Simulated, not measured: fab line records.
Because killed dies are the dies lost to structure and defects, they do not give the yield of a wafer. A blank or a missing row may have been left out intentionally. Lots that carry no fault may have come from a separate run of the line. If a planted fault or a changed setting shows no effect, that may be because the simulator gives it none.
Which tool did it? | flow n5Finfet | 10 lots, 30 wafers sampled, at 5 steps of a route of 1938

== WHAT EACH GAUGE READ, for each wafer ==
N5_BEOL_M4_INSPECT_59: inspects for defects (darkfield).
lot  | measured     | on               | rawDefectCount
L973 | day 8 04:54  | defectInspect-01 | 86 63 85
L978 | day 9 15:11  | defectInspect-01 | 63 64 58
L977 | day 9 20:03  | defectInspect-01 | 78 81 1317
L984 | day 11 12:31 | defectInspect-01 | 87 112 105
L986 | day 12 03:47 | defectInspect-02 | 52 46 83
L985 | day 12 04:51 | defectInspect-02 | 44 37 35
L989 | day 12 11:12 | defectInspect-02 | 43 76 72
L990 | day 13 09:53 | defectInspect-01 | 62 97 91
L992 | day 13 14:37 | defectInspect-02 | 61 77 50
L993 | day 13 18:00 | defectInspect-01 | 124 73 112

== TOOL THAT RAN EACH LOT (tool first, then ch and the chambers of the sampled wafers, then the start) ==
lot  | N5_BEOL_M4_SPUTTER_81       | N5_BEOL_M4_ANNEAL_82        | N5_BEOL_M4_ANNEAL_89        | N5_BEOL_M4_PRE_CLEAN_56
L973 | pvdSputter-01, day 8 02:29  | pvdSputter-01, day 8 02:34  | pvdSputter-01, day 8 03:00  | pecvd-04 ch 1,2, day 8 04:47
L978 | pvdSputter-01, day 9 12:47  | pvdSputter-01, day 9 12:52  | pvdSputter-01, day 9 13:19  | pecvd-02 ch 0,2, day 9 15:04
L977 | pvdSputter-03, day 9 17:40  | pvdSputter-03, day 9 17:44  | pvdSputter-03, day 9 18:11  | pecvd-01 ch 0,2, day 9 19:56
L984 | pvdSputter-01, day 11 10:04 | pvdSputter-01, day 11 10:09 | pvdSputter-01, day 11 10:35 | pecvd-04 ch 0,2, day 11 12:25
L986 | pvdSputter-01, day 12 01:23 | pvdSputter-01, day 12 01:28 | pvdSputter-01, day 12 01:54 | pecvd-04 ch 1,2, day 12 03:40
L985 | pvdSputter-02, day 12 02:28 | pvdSputter-02, day 12 02:32 | pvdSputter-02, day 12 02:59 | pecvd-02 ch 1,2, day 12 04:44
L989 | pvdSputter-03, day 12 08:45 | pvdSputter-03, day 12 08:50 | pvdSputter-03, day 12 09:16 | pecvd-04 ch 1,2, day 12 11:02
L990 | pvdSputter-02, day 13 07:27 | pvdSputter-02, day 13 07:32 | pvdSputter-02, day 13 07:58 | pecvd-01 ch 0,2, day 13 09:47
L992 | pvdSputter-01, day 13 12:14 | pvdSputter-01, day 13 12:19 | pvdSputter-01, day 13 12:45 | pecvd-04 ch 0,2, day 13 14:30
L993 | pvdSputter-01, day 13 15:31 | pvdSputter-01, day 13 15:35 | pvdSputter-01, day 13 16:02 | pecvd-01 ch 0,1,2, day 13 17:53
- N5_BEOL_M4_SPUTTER_81: material Cu, target thk 4.5 nm, time 8.29 s.
- N5_BEOL_M4_ANNEAL_82: time 240 s.
- N5_BEOL_M4_ANNEAL_89: time 240 s.
- N5_BEOL_M4_PRE_CLEAN_56: time 15 s.

== THE ANSWER, worked out from the rows above alone ==
Rule: what is usual is taken from the lots themselves. The widest of any qualifying gaps counts: lots, ordered by their means at a reading, are off when they make up no more than a third of the lots, leave a main group of 4 or more, and stand apart from it by 3 or more times the standard deviation of that group's means. A main group is skipped when, at the precision printed for the reading in the tables above, its means are all equal. Also off: a lot with no number at a reading for which 4 or more lots have one. Any other lot the step has rows for is counted as sound.
Off, at N5_BEOL_M4_INSPECT_59 on rawDefectCount: L977. Mean 73 and standard deviation 20 in the main group.
A tool fits if, at a process step before that reading, it ran every lot that is off, and no sound lot after the first of them. Gauges at N5_BEOL_M4_INSPECT_59: tried the same way as those tools. Not one of the candidates tried fits.

== WHAT THE SIMULATOR PUT IN ==
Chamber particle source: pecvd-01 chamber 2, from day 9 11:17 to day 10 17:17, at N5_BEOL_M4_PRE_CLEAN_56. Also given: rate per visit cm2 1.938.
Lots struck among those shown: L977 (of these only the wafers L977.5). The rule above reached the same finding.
